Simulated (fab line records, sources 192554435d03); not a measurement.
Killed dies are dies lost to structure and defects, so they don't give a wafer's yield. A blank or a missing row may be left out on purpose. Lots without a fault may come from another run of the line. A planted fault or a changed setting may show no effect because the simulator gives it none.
fab line records | flow n5_finfet
record lots=10 wafers=28 last_day=18
route steps=1938 shown BEOL_M13@1694 BEOL_M14@1716 PASSIVATION@1936
lots that met no fault: from a run of the same line without faults
start_h: hours from the record's first day to the start of the lot's first wafer shown | wait_h: hours since the lot's step before | " the same as in the row above | L1.1+2: a row that stands for several wafers | - no value, or no start given | * or withheld: withheld | < > ~ a bound
route shown NAME@n: a module of which the file shows steps, and the number in the route of the first | usual: mean/standard deviation of fault-free wafers | same: alike in all rows | chamber/n: place in a boat | sites: the reading at each site | _std_site: their standard deviation | _edge_site: outer sites' mean less inner sites' | radius_mm: how far each site lies from the wafer's centre | mask NAME#n: copy n | behind: the tool/chamber that last shaped the wafer | hold: why the lot was held/for how many hours/how that ended | device: the transistor (n, p or np) that didn't switch | end of line: the same wafers' tests at the end of the route | a step without rows: its recipe alone | killed: dies lost to structure and defects at the first sort, not the wafer's yield | map: a wafer's dies, x killed, . not, _ none there
set.NAME: the setting as run; set.NAME@STEP: as run at that earlier step | model.NAME: the simulator's own value behind a step, which no gauge read
steps of the route over a sample of lots; a table a step, a row a wafer
services: from which hour (start_h, from the record's first day; less than 0 if before it) a tool's chamber was out of use, for how many hours, and why
## steps
# step N5_BEOL_M13_ETCH_68
# recipe chemistry=N2/H2 target=SOC mask_material=SiARC source_w=3000 bias_w=350 temp_c=40 time_s=355 ion_energy_ev=200 pressure_mtorr=30 n2_flow_sccm=200 h2_flow_sccm=200
# usual drypump_motor_current_A=5.8/0.59 h2_flow_sccm=199.8/0.54 oes_product_au=0.82/0.089 rf_vpp_V=523.8/2.2 showerhead_plenum_p_Torr=2.54/0.077 throttle_valve_pct=17.66/0.19
# columns lot.wafer tool chamber start_h wait_h drypump_motor_current_A h2_flow_sccm oes_product_au rf_hours_counter_h rf_vpp_V showerhead_plenum_p_Torr throttle_valve_pct
L947.2 rie_diel-03 1 247.41 0.1 5.7 198.9 0.88 45 525.3 2.59 17.61
L947.5 " 3 " " 5.5 199.3 0.69 - 525.0 2.62 18.02
L947.6 " 2 " " 6.6 199.2 0.97 - 523.2 2.49 17.46
L951.1 rie_diel-03 0 279.07 0.1 6.5 199.6 0.93 25 526.2 2.61 17.55
L951.4 " 1 " " 5.7 199.9 0.86 55 523.8 2.59 17.62
L951.5 " 2 " " 6.6 199.5 0.93 - 522.1 2.49 17.49
L953.1 rie_diel-06 0 301.17 0.1 6.2 198.9 0.73 201 519.3 2.40 17.92
L953.2 " 1 " " 5.1 200.5 0.70 245 522.3 2.49 17.71
L953.4 " 2 " " 5.0 200.3 0.85 67 522.5 2.48 17.42
L952.3 rie_diel-03 0 301.46 0.1 6.5 200.1 0.91 31 525.1 2.61 17.56
L952.4 " 1 " " 5.7 199.5 0.85 60 525.5 2.58 17.63
L952.6 " 0 " " 6.5 199.8 0.90 - 523.9 2.61 17.56
L959.1 rie_diel-06 0 329.48 0.1 6.2 200.1 0.72 212 519.3 2.39 17.95
L959.5 " 2 " " 4.9 199.8 0.84 - 522.4 2.47 17.43
L957.1 rie_diel-03 0 330.16 0.1 6.5 201.4 0.90 42 526.2 2.60 17.57
L957.6 " 1 " " 5.7 200.5 0.84 - 524.6 2.58 17.65
L962.3 rie_diel-01 1 352.51 0.1 4.9 199.3 0.67 246 526.6 2.61 17.83
L962.5 " 1 " " 4.9 200.1 0.67 - 524.9 2.61 17.82
L962.6 " 2 " " 6.0 199.1 0.75 - 524.1 2.53 17.81
L961.1 rie_diel-03 3 352.84 0.1 5.4 200.0 0.95 9 526.4 2.61 17.68
L961.3 " 1 " " 5.7 200.2 0.85 75 524.8 2.58 17.65
L961.5 " 1 " " 5.7 200.3 0.85 - 525.5 2.58 17.67
L966.1 rie_diel-03 1 381.49 0.1 5.7 200.2 0.84 80 525.0 2.58 17.69
L966.3 " 0 " " 6.5 200.4 0.89 55 523.9 2.60 17.60
L966.6 " 1 " " 5.7 200.2 0.84 - 526.2 2.58 17.67
L967.1 rie_diel-06 3 401.17 0.1 5.8 199.9 0.74 171 526.9 2.63 17.72
L967.4 " 1 " " 5.1 199.8 0.93 18 522.0 2.48 17.32
L967.5 " 0 " " 6.2 199.0 0.71 - 520.7 2.39 17.98
# step N5_BEOL_M13_SPUTTER_44
# recipe material=Ta target_thk_a=100 temp_c=50 bias_v=80 power_w=15000 chamber_pressure_pa=0.07 time_s=16.13
# usual bias_v=80.2/0.83 susceptor_temp_C=50.01/0.11 throttle_valve_pct=30.1/0.74
# columns lot.wafer tool chamber start_h wait_h bias_v susceptor_temp_C throttle_valve_pct
L947.2 pvd_sputter-01 - 250.95 0.0 81.0 50.09 30.8
L947.5 " - " " 81.1 49.94 30.7
L947.6 " - " " 81.3 49.98 29.1
L951.1 pvd_sputter-03 - 281.13 0.0 80.5 49.84 30.0
L951.4 " - " " 80.0 50.04 28.6
L951.5 " - " " 79.3 49.91 29.9
L953.1 pvd_sputter-01 - 303.72 0.0 80.0 50.09 29.2
L953.2 " - " " 77.7 50.03 30.8
L953.4 " - " " 80.7 49.90 30.9
L952.3 pvd_sputter-01 - 304.24 0.0 80.3 50.19 30.7
L952.4 " - " " 80.5 50.01 30.9
L952.6 " - " " 79.3 50.13 29.2
L959.1 pvd_sputter-03 - 332.55 0.0 80.9 50.03 30.7
L959.5 " - " " 80.9 49.91 30.8
L957.1 pvd_sputter-02 - 333.76 0.0 80.1 50.02 31.1
L957.6 " - " " 80.4 50.29 30.8
L962.3 pvd_sputter-02 - 353.44 0.0 80.8 49.91 30.8
L962.5 " - " " 79.2 50.14 29.7
L962.6 " - " " 81.2 49.97 30.6
L961.1 pvd_sputter-02 - 356.38 0.0 79.3 49.87 30.6
L961.3 " - " " 80.1 50.26 30.6
L961.5 " - " " 79.8 50.02 29.9
L966.1 pvd_sputter-01 - 388.85 0.0 79.0 50.08 30.7
L966.3 " - " " 79.9 50.00 31.0
L966.6 " - " " 79.9 49.92 30.9
L967.1 pvd_sputter-01 - 403.70 0.0 78.7 49.75 29.2
L967.4 " - " " 80.5 50.12 30.9
L967.5 " - " " 79.6 49.96 30.8
# step N5_BEOL_M13_INSPECT_55
# recipe inspect_instrument=darkfield mode=post_dep
# usual raw_defect_count=74/23
# columns lot.wafer tool chamber start_h wait_h raw_defect_count
L947.2 defect_inspect-02 - 252.64 0.0 116
L947.5 " - " " 37
L947.6 " - " " 72
L951.1 defect_inspect-01 - 282.24 0.0 41
L951.4 " - " " 52
L951.5 " - " " 50
L953.1 defect_inspect-02 - 305.18 0.0 77
L953.2 " - " " 105
L953.4 " - " " 66
L952.3 defect_inspect-02 - 305.90 0.0 38
L952.4 " - " " 45
L952.6 " - " " 86
L959.1 defect_inspect-01 - 333.66 0.0 99
L959.5 " - " " 81
L957.1 defect_inspect-01 - 334.87 0.0 52
L957.6 " - " " 72
L962.3 defect_inspect-01 - 354.55 0.0 67
L962.5 " - " " 54
L962.6 " - " " 59
L961.1 defect_inspect-01 - 357.49 0.0 74
L961.3 " - " " 71
L961.5 " - " " 61
L966.1 defect_inspect-02 - 389.97 0.0 50
L966.3 " - " " 61
L966.6 " - " " 78
L967.1 defect_inspect-02 - 404.86 0.0 85
L967.4 " - " " 75
L967.5 " - " " 54
# step N5_BEOL_M14_ILD_DEP_00
# recipe material=SiO2 target_thk_a=11193 temp_c=400 precursor=TEOS/O2 pressure_torr=6.5 rf_w=900 teos_flow_sccm=161.4 gas=O2 flow_sccm=2650 time_s=237.4
# usual heater_power_w=530/83 run_length_s=280.6/0.57 showerhead_plenum_p_Torr=8.333/0.03 showerhead_vpp_V=1825/79 susceptor_temp_C=400.01/0.25 throttle_valve_pct=18.5/0.84
# columns lot.wafer tool chamber start_h wait_h heater_power_w run_length_s showerhead_plenum_p_Torr showerhead_vpp_V susceptor_temp_C throttle_valve_pct
L947.2 pecvd-01 2 252.67 0.0 623 281.1 8.319 1854 399.46 19.0
L947.5 " 2 " " 603 281.2 8.351 1864 399.95 19.0
L947.6 " 0 " " 532 281.0 8.333 1806 400.12 18.9
L951.1 pecvd-04 0 282.28 0.0 630 281.1 8.373 1868 400.02 19.8
L951.4 " 0 " " 658 280.5 8.326 1876 399.99 19.7
L951.5 " 2 " " 351 280.1 8.368 1876 399.83 17.3
L953.1 pecvd-03 1 305.22 0.0 600 280.4 8.284 1800 399.98 19.0
L953.2 " 0 " " 675 279.3 8.330 1749 399.32 18.6
L953.4 " 0 " " 536 280.0 8.318 1732 399.52 18.1
L952.3 pecvd-01 2 305.93 0.0 616 281.2 8.309 1907 400.04 18.9
L952.4 " 2 " " 653 281.0 8.315 1873 400.28 18.7
L952.6 " 0 " " 532 280.3 8.363 1752 399.87 18.8
L959.1 pecvd-01 2 333.70 0.0 574 280.8 8.324 1870 400.11 19.1
L959.5 " 2 " " 640 252.9 8.308 1830 - 19.1
L957.1 pecvd-01 1 334.91 0.0 451 281.6 8.369 1826 400.20 17.8
L957.6 " 2 " " 663 253.2 8.316 1856 - 18.7
L962.3 pecvd-04 2 354.59 0.0 374 280.0 8.387 1869 400.22 17.4
L962.5 " 1 " " 404 281.4 8.273 1941 400.11 18.7
L962.6 " 0 " " 508 281.2 8.326 1885 399.81 19.7
L961.1 pecvd-01 0 357.53 0.0 494 280.3 8.324 1767 400.07 18.7
L961.3 " 1 " " 542 281.0 8.379 1825 400.18 17.8
L961.5 " 1 " " 413 253.3 8.364 1830 - 18.1
L966.1 pecvd-04 2 390.01 0.0 411 280.2 8.376 1899 399.75 17.1
L966.3 " 1 " " 435 281.5 8.290 1894 400.42 18.7
L966.6 " 2 " " 443 280.0 8.359 1833 399.96 17.2
L967.1 pecvd-03 2 404.90 0.0 476 280.0 8.352 1644 399.95 17.6
L967.4 " 1 " " 608 280.2 8.302 1800 399.86 19.0
L967.5 " 2 " " 550 280.6 8.338 1688 399.71 17.9
# step N5_BEOL_M14_THK_MEAS_01
# recipe reads=SiO2_of_BEOL_M14_ILD_DEP_00
# usual M14_ILD_THK=1109/14
# columns lot.wafer tool chamber start_h wait_h M14_ILD_THK[nm]
L947.2 film_metro-01 - 252.94 0.2 1100
L947.5 " - " " 1111
L947.6 " - " " 1119
L951.1 film_metro-01 - 282.47 0.1 1094
L951.4 " - " " 1123
L951.5 " - " " 1097
L953.1 film_metro-02 - 305.41 0.1 1097
L953.2 " - " " 1095
L953.4 " - " " 1125
L952.3 film_metro-02 - 306.12 0.1 1106
L952.4 " - " " 1118
L952.6 " - " " 1127
L959.1 film_metro-01 - 333.89 0.1 1114
L959.5 " - " " 991
L957.1 film_metro-02 - 335.10 0.1 1081
L957.6 " - " " 991
L962.3 film_metro-02 - 354.78 0.1 1089
L962.5 " - " " 1125
L962.6 " - " " 1130
L961.1 film_metro-01 - 357.72 0.1 1080
L961.3 " - " " 1074
L961.5 " - " " 977
L966.1 film_metro-02 - 390.20 0.1 1094
L966.3 " - " " 1118
L966.6 " - " " 1115
L967.1 film_metro-01 - 405.09 0.1 1110
L967.4 " - " " 1108
L967.5 " - " " 1105
# step N5_PASSIVATION_PROBE_49
# usual defect_limited_yield=91.3/1.7 killed_at_M0_to_M3=33/11 killed_at_M4_up=14/5.5 killed_at_contacts=13/6.5 killed_at_front_end=39/13 killed_at_other=3.4/2.9 killed_dies=103/20 killed_open=69/15 killed_short=32/8.1 sort_bin_5_function=5.1/1.1 sort_bin_6_memory=3.3/0.74 sort_bin_8_speed=0.00/0.014 sort_n_pass=1077/20 sort_yield_pct=91.3/1.7
# same gross_dies=1180 killed_at_back_side=0 sort_bin_4_leakage[%]=0
# columns lot.wafer tool chamber start_h wait_h defect_limited_yield[%] killed_at_M0_to_M3 killed_at_M4_up killed_at_contacts killed_at_front_end killed_at_other killed_dies killed_open killed_short sort_bin_5_function[%] sort_bin_6_memory[%] sort_bin_8_speed[%] sort_n_pass sort_yield_pct[%]
L957.6 prober-02 - 362.99 0.3 91.0 49 5 31 19 2 106 65 41 4.7 3.8 0 1074 91.0
# killed by level:class
L957.6 MOL_CONTACT_COAG:geometric_particle:open=20 MOL_CONTACT_COAG:geometric_particle:short=11 BEOL_M2:geometric_particle:open=11 BEOL_M0_SAQP:geometric_particle:short=9 BEOL_M1:geometric_particle:open=9 BEOL_M0_SAQP:geometric_particle:open=8 BEOL_M1:geometric_particle:short=6 STI_FIN_REVEAL:geometric_particle:open=5
## services
# columns tool chamber start_h hours kind
rie_diel-01 1 226.18 3.6 repair
pecvd-04 2 233.59 5.8 repair
rie_diel-01 0 241.59 12.8 repair
pecvd-01 1 243.29 17.6 repair
pecvd-01 - 245.94 0.7 repair
pecvd-04 - 265.39 0.2 repair
rie_diel-03 2 266.47 4.2 repair
pecvd-01 - 268.67 0.6 repair
pecvd-04 - 284.97 2.8 pm
rie_diel-06 1 290.13 8.6 repair
rie_diel-01 - 294.76 1.2 repair
rie_diel-03 3 303.82 - clean
rie_diel-03 3 303.82 - consumable_replace:focus_ring
rie_diel-03 3 303.82 16.7 scheduled_down
rie_diel-03 3 303.82 16.7 vent_cycle
pecvd-01 1 312.13 - calibration
pvd_sputter-01 - 336.32 11.7 repair
pecvd-03 1 339.16 4.0 repair
pvd_sputter-02 - 357.05 3.6 repair
rie_diel-03 - 357.61 13.2 repair
rie_diel-06 - 363.75 0.3 repair
pecvd-04 2 366.19 5.5 scheduled_down
pvd_sputter-03 - 367.80 5.5 repair
pecvd-01 1 397.46 5.5 scheduled_down
## key
first_sign step=N5_BEOL_M14_ILD_DEP_00 reading=run_length_s direction=down sigmas=48 usual=* struck=*
effect step=N5_BEOL_M14_THK_MEAS_01 reading=M14_ILD_THK direction=down sigmas=8.5 usual=1109 struck=986
met_at N5_BEOL_M14_ILD_DEP_00
struck_lots L957,L959,L961
struck_wafers L957.6,L959.5,L961.5
not_acting_at N5_BEOL_M13_ETCH_68,N5_BEOL_M13_SPUTTER_44,N5_BEOL_M13_INSPECT_55
onset_between 305.93 333.70
fault kind=process_parameter_drift tool=pecvd-01 chamber=- onset_h=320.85 steps=N5_BEOL_M14_ILD_DEP_00 channel=time_s offset=* shape=step end_h=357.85 scope=struck_wafers_only acts_in=* stated=*
